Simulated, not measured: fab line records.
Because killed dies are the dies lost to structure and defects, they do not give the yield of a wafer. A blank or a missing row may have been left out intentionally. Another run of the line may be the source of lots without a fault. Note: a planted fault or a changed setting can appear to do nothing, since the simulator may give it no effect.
fab line records | flow nand_harc
[record] lots = 12 wafers = 36 last_day = 24
route steps=1159 shown A_CONTACT@877 END@1159
lots untouched by any fault: they come from a run of this same line in which no faults occurred
start_h: hours from the record's opening day to when the first of the lot's shown wafers began | wait_h: hours since the lot's step before | " as in the row above | L1.1+2: a single row standing in for several wafers | - value missing, or start not given | * or withheld: withheld | < > ~ a bound
route shown NAME@n: NAME is a module with steps in the file, n the number in the route of the first one | usual: average and standard deviation across the fault-free wafers | same: alike in all rows | chamber/n: place in a boat | sites: each site's reading | _std_site: the values' standard deviation | _edge_site: inner sites' mean taken away from outer sites' mean | radius_mm: for every site, how far away it sits from the centre of the wafer | mask NAME#n: copy n | behind: the last tool/chamber to shape the wafer | hold: reason for holding the lot/hours on hold/outcome of the hold | device: transistor that didn't switch, given as n, p or np | end of line: tests of these same wafers at the route's end | a step with no rows: only its recipe | killed: the dies lost at the first sort to structure and to defects; this is not the yield of the wafer | map: a wafer's dies, x killed, . not, _ none there
set.NAME: the setting as run; set.NAME@STEP: as run at that earlier step | model.NAME: the simulator's own value behind a step, which no gauge read
the route's steps for a sample of lots (tables are steps, rows are wafers)
services: from which hour (start_h, from the record's first day; less than 0 if before it) a tool's chamber was out of use, for how many hours, and why
[[steps]]
[step NHARC_A_CONTACT_CD_MEAS_53]
[usual] cd_nm = 189.6/0.78
// columns lot.wafer tool chamber start_h wait_h cd_nm
L525.1 cd_sem-01 - 370.60 - 189.7
L525.2 " - " " 189.3
L525.3 " - " " 188.6
L528.2 cd_sem-02 - 373.95 - 189.5
L528.3 " - " " 190.6
L528.5 " - " " 189.6
L527.1 cd_sem-02 - 381.91 - 189.0
L527.2 " - " " 189.7
L527.3 " - " " 189.8
L529.2 cd_sem-01 - 397.94 - 190.3
L529.4 " - " " 190.2
L529.5 " - " " 190.4
L531.1 cd_sem-03 - 401.75 - 189.5
L531.2 " - " " 190.0
L531.4 " - " " 188.6
L530.2 cd_sem-01 - 403.74 - 190.3
L530.5 " - " " 190.7
L530.6 " - " " 190.4
L540.2 cd_sem-02 - 466.05 - 190.7
L540.3 " - " " 191.0
L540.5 " - " " 190.1
L543.1 cd_sem-01 - 470.37 - 190.2
L543.2 " - " " 189.3
L543.4 " - " " 189.4
L541.1 cd_sem-01 - 477.10 - 189.6
L541.4 " - " " 189.5
L541.5 " - " " 190.5
L547.1 cd_sem-01 - 505.28 - 188.7
L547.5 " - " " 189.2
L547.6 " - " " 190.3
L546.3 cd_sem-02 - 505.73 - 190.1
L546.5 " - " " 190.8
L546.6 " - " " 189.9
L548.1 cd_sem-03 - 511.27 - 187.8
L548.2 " - " " 187.2
L548.3 " - " " 186.9
[step NHARC_A_CONTACT_DEP_57]
[recipe] target_thk_a = 28000 temp_c = 400 material = aC
[usual] throttle_valve_pct = 35.000/0.0094
// columns lot.wafer tool chamber start_h wait_h throttle_valve_pct
L525.1 acl_dep-03 0 371.67 - 35.001
L525.2 " 0 " " 35.005
L525.3 " 0 " " 35.006
L528.2 acl_dep-01 0 375.19 - 35.001
L528.3 " 0 " " 35.002
L528.5 " 0 " " 35.004
L527.1 acl_dep-03 0 382.90 - 35.009
L527.2 " 0 " " 34.996
L527.3 " 0 " " 35.010
L529.2 acl_dep-02 0 399.64 - 35.004
L529.4 " 0 " " 34.998
L529.5 " 0 " " 34.994
L531.1 acl_dep-02 0 402.72 - 35.007
L531.2 " 0 " " 34.997
L531.4 " 0 " " 35.008
L530.2 acl_dep-02 0 404.97 - 35.000
L530.5 " 0 " " 35.000
L530.6 " 0 " " 34.980
L540.2 acl_dep-02 0 467.35 - 34.997
L540.3 " 0 " " 34.988
L540.5 " 0 " " 34.999
L543.1 acl_dep-03 0 471.63 - 35.000
L543.2 " 0 " " 35.015
L543.4 " 0 " " 35.002
L541.1 acl_dep-02 0 478.37 - 34.994
L541.4 " 0 " " 34.992
L541.5 " 0 " " 35.006
L547.1 acl_dep-01 0 507.18 - 34.991
L547.5 " 0 508.32 - 34.994
L547.6 " 0 " " 35.023
L546.3 acl_dep-02 0 508.58 - 35.002
L546.5 " 0 " " 34.997
L546.6 " 0 " " 34.998
L548.1 acl_dep-02 0 512.23 - 35.005
L548.2 " 0 " " 34.997
L548.3 " 0 " " 35.003
[step NHARC_A_CONTACT_EXPOSE_66]
[recipe] na = 1.35 sigma_outer = 0.8 dose_mj = 59.02 mask_id = A_CC_2
[usual] exposure_dose_mJ_cm2 = 58.97/0.06
[same] sigma_outer = 0.8
// columns lot.wafer tool chamber start_h wait_h mask exposure_dose_mJ_cm2
L525.1 arfi_scanner-03 0 374.02 - A_CC_2#0 58.94
L525.2 " 0 " " A_CC_2#0 59.00
L525.3 " 0 " " A_CC_2#0 58.88
L528.2 arfi_scanner-01 0 377.24 - A_CC_2#0 59.11
L528.3 " 0 " " A_CC_2#0 58.97
L528.5 " 0 " " A_CC_2#0 59.02
L527.1 arfi_scanner-02 0 385.18 - A_CC_2#0 59.06
L527.2 " 0 " " A_CC_2#0 58.83
L527.3 " 0 " " A_CC_2#0 58.90
L529.2 arfi_scanner-02 0 401.57 - A_CC_2#0 58.96
L529.4 " 0 " " A_CC_2#0 58.92
L529.5 " 0 " " A_CC_2#0 58.95
L531.1 arfi_scanner-01 0 405.03 - A_CC_2#0 59.07
L531.2 " 0 " " A_CC_2#0 59.07
L531.4 " 0 " " A_CC_2#0 58.98
L530.2 arfi_scanner-01 0 406.87 - A_CC_2#0 59.04
L530.5 " 0 " " A_CC_2#0 59.09
L530.6 " 0 " " A_CC_2#0 58.98
L540.2 arfi_scanner-03 0 469.63 - A_CC_2#0 71.77
L540.3 " 0 " " A_CC_2#0 71.70
L540.5 " 0 " " A_CC_2#0 71.66
L543.1 arfi_scanner-01 0 473.96 - A_CC_2#0 58.91
L543.2 " 0 " " A_CC_2#0 59.04
L543.4 " 0 " " A_CC_2#0 59.02
L541.1 arfi_scanner-03 0 480.56 - A_CC_2#0 67.17
L541.4 " 0 " " A_CC_2#0 67.10
L541.5 " 0 " " A_CC_2#0 67.08
L547.1 arfi_scanner-02 0 509.50 - A_CC_2#0 58.94
L547.5 " 0 " " A_CC_2#0 58.99
L547.6 " 0 " " A_CC_2#0 58.91
L546.3 arfi_scanner-01 0 510.36 - A_CC_2#0 58.98
L546.5 " 0 " " A_CC_2#0 59.07
L546.6 " 0 " " A_CC_2#0 58.99
L548.1 arfi_scanner-02 0 514.59 - A_CC_2#0 58.96
L548.2 " 0 " " A_CC_2#0 58.95
L548.3 " 0 " " A_CC_2#0 58.98
[step NHARC_A_CONTACT_CD_MEAS_69]
[recipe] target_cd_nm = 200 landing_energy_ev = 500
[usual] cd_nm = 199.8/0.57
// columns lot.wafer tool chamber start_h wait_h cd_nm
L525.1 cd_sem-03 0 374.16 - 200.2
L525.2 " 0 " " 200.0
L525.3 " 0 " " 199.6
L528.2 cd_sem-01 0 377.38 - 200.0
L528.3 " 0 " " 199.6
L528.5 " 0 " " 200.1
L527.1 cd_sem-01 0 385.32 - 198.9
L527.2 " 0 " " 199.3
L527.3 " 0 " " 198.6
L529.2 cd_sem-02 0 401.71 - 200.2
L529.4 " 0 " " 200.4
L529.5 " 0 " " 200.3
L531.1 cd_sem-03 0 405.17 - 200.3
L531.2 " 0 " " 200.1
L531.4 " 0 " " 200.2
L530.2 cd_sem-01 0 407.01 - 200.8
L530.5 " 0 " " 200.4
L530.6 " 0 " " 200.6
L540.2 cd_sem-01 0 469.78 - 210.1
L540.3 " 0 " " 209.3
L540.5 " 0 " " 209.4
L543.1 cd_sem-01 0 474.11 - 199.0
L543.2 " 0 " " 199.6
L543.4 " 0 " " 199.5
L541.1 cd_sem-01 0 480.70 - 206.0
L541.4 " 0 " " 205.6
L541.5 " 0 " " 205.9
L547.1 cd_sem-01 0 509.64 - 200.7
L547.5 " 0 " " 201.0
L547.6 " 0 " " 200.9
L546.3 cd_sem-02 0 510.49 - 200.3
L546.5 " 0 " " 200.7
L546.6 " 0 " " 200.2
L548.1 cd_sem-02 0 514.73 - 199.7
L548.2 " 0 " " 199.4
L548.3 " 0 " " 199.6
[step NHARC_A_CONTACT_ETCH_78]
[recipe] target_depth_a = 28000 over_etch_frac = 0.3 time_s = 728 ion_energy_ev = 150 o2_flow_sccm = 400 cos_flow_sccm = 20 ar_flow_sccm = 0 rf_w = 500 bias_w = 300 chemistry = O2/COS
[usual] drypump_motor_current_A = 5.6/0.57 oes_product_au = 1.000/0.0091 rf_vpp_V = 313.9/1.6 showerhead_plenum_p_Torr = 3.10/0.097 throttle_valve_pct = 28.330/0.0093
// columns lot.wafer tool chamber start_h wait_h drypump_motor_current_A oes_product_au rf_hours_counter_h rf_vpp_V showerhead_plenum_p_Torr throttle_valve_pct
L525.1 rie_diel-02 0 - - 4.7 1.008 7 312.9 3.21 28.339
L525.2 " 2 " " 5.4 1.019 7 312.8 3.08 28.333
L525.3 " 3 " " 5.7 0.992 6 312.3 3.02 28.349
L528.3 rie_diel-02 3 - - 5.7 1.006 7 312.7 3.02 28.336
L528.2 " 1 " " 5.3 1.005 9 313.7 3.08 28.338
L528.5 " 3 " " 5.7 0.992 - 312.2 3.02 28.309
L527.1 rie_diel-02 3 - - 5.7 0.996 10 313.9 3.02 28.320
L527.2 " 1 " " 5.4 1.002 12 314.0 3.07 28.330
L527.3 " 2 " " 5.4 1.017 11 312.6 3.08 28.318
L529.4 rie_diel-03 2 - - 5.6 1.002 1 316.5 3.27 28.310
L529.2 " 0 " " 5.6 0.986 1 315.9 3.23 28.337
L529.5 " 1 " " 4.9 1.010 - 315.6 3.19 28.323
L531.1 rie_diel-11 0 - - 6.1 0.991 13 313.0 3.05 28.322
L531.4 " 1 " " 6.4 1.000 12 315.1 3.18 28.332
L531.2 " 2 " " 5.7 1.002 13 312.1 2.93 28.336
L530.2 rie_diel-02 3 - - 5.7 0.993 16 314.1 3.01 28.337
L530.6 " 2 " " 5.4 1.007 - 313.7 3.08 28.334
L530.5 " 3 " " 5.7 0.993 - 311.9 3.01 28.328
L540.3 rie_diel-11 3 - - 5.4 1.000 41 311.2 2.98 28.319
L540.2 " 0 " " 6.1 0.989 38 312.8 3.04 28.325
L540.5 " 3 " " 5.4 1.006 - 312.1 2.98 28.322
L543.2 rie_diel-11 1 - - 6.4 0.982 39 316.0 3.17 28.328
L543.1 " 0 " " 6.1 0.989 40 312.9 3.04 28.342
L543.4 " 0 " " 6.1 0.986 - 313.9 3.04 28.339
L541.4 rie_diel-03 3 - - 6.8 1.000 35 313.0 3.05 28.323
L541.1 " 1 " " 4.9 1.007 21 314.5 3.18 28.317
L541.5 " 0 " " 5.6 1.003 - 315.8 3.21 28.345
L547.1 rie_diel-03 1 - - 4.9 1.010 31 314.8 3.18 28.328
L547.5 " 2 " " 5.6 1.008 - 316.1 3.25 28.324
L547.6 " 3 " " 6.8 0.989 - 313.0 3.05 28.332
L546.3 rie_diel-03 0 - - 5.6 0.991 43 314.7 3.21 28.338
L546.5 " 3 " " 6.8 1.005 - 311.7 3.04 28.326
L546.6 " 0 " " 5.6 1.007 - 317.1 3.21 28.304
L548.2 rie_diel-03 1 - - 4.9 1.020 33 314.6 3.18 28.308
L548.3 " 2 " " 5.7 1.013 46 315.6 3.24 28.343
L548.1 " 3 " " 6.8 1.010 46 313.0 3.04 28.324
[step NHARC_END_SORT_01]
[recipe] temp_c = 25
[usual] killed_at_array = 26/10 killed_at_other = 0.5/0.87 killed_at_periphery = 3.0/2.5 killed_dies = 29/11 killed_open = 3.3/1.9 killed_short = 1.8/1.5
[same] gross_dies = 677
// columns lot.wafer tool chamber start_h wait_h killed_at_array killed_at_other killed_at_periphery killed_dies killed_open killed_short
L540.2 prober-01 0 535.03 2.8 20 1 3 24 3 3
L540.3 prober-01 0 535.84 3.1 27 1 3 31 1 2
L540.5 prober-01 0 537.48 3.8 31 0 1 32 3 3
L543.1 prober-02 0 541.95 2.5 34 0 4 38 5 0
L543.2 prober-02 0 542.75 2.8 31 0 5 36 9 5
L543.4 prober-02 0 544.35 3.4 25 0 1 26 5 1
L541.1 prober-01 0 550.11 2.5 30 0 0 30 3 3
L541.4 prober-01 0 552.51 3.4 30 1 0 31 4 2
L541.5 prober-01 0 553.31 3.7 28 0 2 30 2 2
L547.1 prober-02 0 574.36 2.5 28 0 1 29 2 0
L547.5 prober-02 0 577.47 3.6 34 1 2 37 1 5
L547.6 prober-02 0 578.25 3.9 46 2 1 49 4 4
L546.3 prober-01 0 575.97 3.1 21 1 6 28 3 3
L546.5 prober-01 0 577.60 3.8 27 1 9 37 4 1
L546.6 prober-01 0 578.41 4.1 18 2 5 25 0 3
// killed by level:class
L540.2 A_SLIT:chamber_film_flake=10 A_CHANNEL_HOLE_D1:chamber_film_flake=4 A_CONTACT:chamber_film_flake=3 P_CONTACT:geometric_particle:open=2 P_M0:geometric_particle:short=1 A_CHANNEL_FILL_D1:geometric_particle:short=1 A_BLC:geometric_particle:open=1 STARTING-WAFER:geometric_particle:short=1
L540.3 A_SLIT:chamber_film_flake=17 A_CHANNEL_HOLE_D1:chamber_film_flake=5 A_STAIRCASE:chamber_film_flake=3 P_STI:geometric_particle:short=1 P_CONTACT:geometric_particle:short=1 A_CONTACT:geometric_particle:open=1 P_M0:chamber_film_flake=1 A_CONTACT:chamber_film_flake=1
L540.5 A_SLIT:chamber_film_flake=14 A_CHANNEL_HOLE_D1:chamber_film_flake=9 A_CONTACT:geometric_particle:open=2 A_STAIRCASE:chamber_film_flake=2 A_SLIT:geometric_particle:short=1 A_BLC:geometric_particle:short=1 A_M0:geometric_particle:short=1 A_M1:geometric_particle:open=1
L543.1 A_SLIT:chamber_film_flake=18 A_CONTACT:chamber_film_flake=4 P_GATE:chamber_film_flake=3 A_CHANNEL_HOLE_D1:chamber_film_flake=3 A_SGD_CUT:geometric_particle:open=2 A_CONTACT:geometric_particle:open=2 A_STAIRCASE:chamber_film_flake=2 A_WL_FILL:chamber_film_flake=2
L543.2 A_SLIT:chamber_film_flake=10 A_CONTACT:geometric_particle:open=4 A_CHANNEL_HOLE_D1:chamber_film_flake=4 A_CONTACT:chamber_film_flake=4 P_M0:geometric_particle:open=2 A_M0:geometric_particle:short=2 P_GATE:chamber_film_flake=2 A_ONON_D1:geometric_particle:short=1
L543.4 A_SLIT:chamber_film_flake=12 A_CHANNEL_HOLE_D1:chamber_film_flake=3 A_ONON_D1:geometric_particle:open=2 A_CONTACT:chamber_film_flake=2 A_CONTACT:geometric_particle:open=2 A_STAIRCASE:chamber_film_flake=2 P_GATE:geometric_particle:open=1 A_M0:geometric_particle:short=1
L541.1 A_CHANNEL_HOLE_D1:chamber_film_flake=15 A_STAIRCASE:chamber_film_flake=4 A_CONTACT:chamber_film_flake=4 A_WL_FILL:geometric_particle:short=2 A_WL_FILL:geometric_particle:open=1 A_CONTACT:geometric_particle:short=1 A_BLC:geometric_particle:open=1 A_M0:geometric_particle:open=1
L541.4 A_CHANNEL_HOLE_D1:chamber_film_flake=17 A_STAIRCASE:chamber_film_flake=5 A_WL_FILL:geometric_particle:open=3 A_ONON_D1:geometric_particle:short=1 A_M0:geometric_particle:open=1 STARTING-WAFER:geometric_particle:short=1 A_WL_FILL:chamber_film_flake=1 A_CONTACT:chamber_film_flake=1
L541.5 A_CHANNEL_HOLE_D1:chamber_film_flake=21 P_GATE:chamber_film_flake=2 A_ONON_D1:geometric_particle:open=1 A_SGD_CUT:geometric_particle:open=1 A_SGD_CUT:geometric_particle:short=1 A_WL_FILL:geometric_particle:short=1 A_STAIRCASE:chamber_film_flake=1 A_SLIT:chamber_film_flake=1
L547.1 A_SLIT:chamber_film_flake=13 A_CHANNEL_HOLE_D1:chamber_film_flake=5 A_STAIRCASE:chamber_film_flake=5 A_WL_FILL:chamber_film_flake=2 A_CONTACT:geometric_particle:open=1 A_M1:geometric_particle:open=1 P_M2:chamber_film_flake=1 A_CONTACT:chamber_film_flake=1
L546.3 A_CHANNEL_HOLE_D1:chamber_film_flake=9 A_CONTACT:chamber_film_flake=6 P_STI:chamber_film_flake=3 P_M2:chamber_film_flake=2 P_M2:geometric_particle:open=1 A_ONON_D1:geometric_particle:short=1 A_CHANNEL_HOLE_D1:geometric_particle:short=1 A_WL_FILL:geometric_particle:short=1
L547.5 A_SLIT:chamber_film_flake=18 A_CHANNEL_HOLE_D1:chamber_film_flake=4 A_STAIRCASE:chamber_film_flake=3 A_CONTACT:chamber_film_flake=3 A_WL_FILL:geometric_particle:short=2 A_M0:geometric_particle:short=2 P_M0:geometric_particle:open=1 A_CONTACT:geometric_particle:short=1
L546.5 A_CHANNEL_HOLE_D1:chamber_film_flake=11 P_M2:chamber_film_flake=7 A_STAIRCASE:chamber_film_flake=6 A_CONTACT:chamber_film_flake=3 A_CONTACT:geometric_particle:open=2 A_M0:chamber_film_flake=2 P_CONTACT:geometric_particle:open=1 A_ONON_D1:geometric_particle:short=1
L547.6 A_SLIT:chamber_film_flake=21 A_STAIRCASE:chamber_film_flake=8 A_CHANNEL_HOLE_D1:chamber_film_flake=6 A_CHANNEL_FILL_D1:geometric_particle:short=3 A_CHANNEL_FILL_D1:chamber_film_flake=3 THIN_TSV:chamber_film_flake=2 P_GATE:geometric_particle:open=1 A_ONON_D1:geometric_particle:open=1
L546.6 A_CONTACT:chamber_film_flake=5 A_CHANNEL_HOLE_D1:chamber_film_flake=4 P_STI:chamber_film_flake=3 A_ONON_D1:geometric_particle:short=2 P_M2:chamber_film_flake=2 A_SLIT:chamber_film_flake=2 A_WL_FILL:chamber_film_flake=2 THIN_TSV:chamber_film_flake=2
[[services]]
// columns tool chamber start_h hours kind
acl_dep-02 - 349.11 13.0 pm
rie_diel-03 1 350.16 4.0 repair
rie_diel-11 - 355.38 0.4 repair
arfi_scanner-01 - 355.92 2.3 repair
rie_diel-11 1 361.75 2.5 repair
rie_diel-11 - 366.50 9.0 pm
arfi_scanner-01 - 368.27 4.0 pm
rie_diel-03 0 371.88 - clean
rie_diel-03 - 392.47 9.0 pm
arfi_scanner-03 - 404.10 0.2 repair
rie_diel-02 - 406.24 0.3 repair
acl_dep-03 - 406.33 13.0 pm
arfi_scanner-02 - 428.00 4.0 pm
rie_diel-02 1 428.88 15.5 repair
arfi_scanner-02 - 436.36 17.2 repair
arfi_scanner-01 - 467.87 0.2 repair
rie_diel-11 2 473.71 9.0 repair
acl_dep-01 - 474.07 13.0 pm
arfi_scanner-03 - 484.00 4.0 pm
arfi_scanner-03 - 488.92 6.2 repair
arfi_scanner-01 - 496.39 1.4 repair
rie_diel-11 3 504.03 5.2 repair
rie_diel-02 - 506.18 9.0 pm
arfi_scanner-01 - 513.39 5.1 repair
[[key]]
[first_sign] step = NHARC_A_CONTACT_EXPOSE_66 reading = exposure_dose_mJ_cm2 direction = up sigmas = 99+ usual = 58.97 struck = 69.41
[effect] step = NHARC_A_CONTACT_CD_MEAS_69 reading = cd_nm direction = up sigmas = 14 usual = 199.8 struck = 207.7 through = control_loop
met_at NHARC_A_CONTACT_EXPOSE_66
struck_lots L540,L541
tester_left_out L540,L541
[loop_trim] step = NHARC_A_CONTACT_EXPOSE_66 setting = dose lots = L541
not_acting_at NHARC_A_CONTACT_CD_MEAS_53,NHARC_A_CONTACT_DEP_57,NHARC_A_CONTACT_ETCH_78
onset_between 374.02 469.63
[fault] kind = process_parameter_drift tool = arfi_scanner-03 chamber = - onset_h = 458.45 steps = NHARC_A_CONTACT_EXPOSE_66 channel = dose_mj offset = 12.726 shape = step acts_in = these_recipes_only stated = 59.02
// tester_left_out: of these lots the tester's yield and bins aren't shown, on N5 and GAA mostly nor the transistor test; their killed dies are dies lost to structure and defects alone, not to doping, threshold or leakage, so they don't give the yield
// loop_trim: a control loop set the setting to another value than it would have without faults
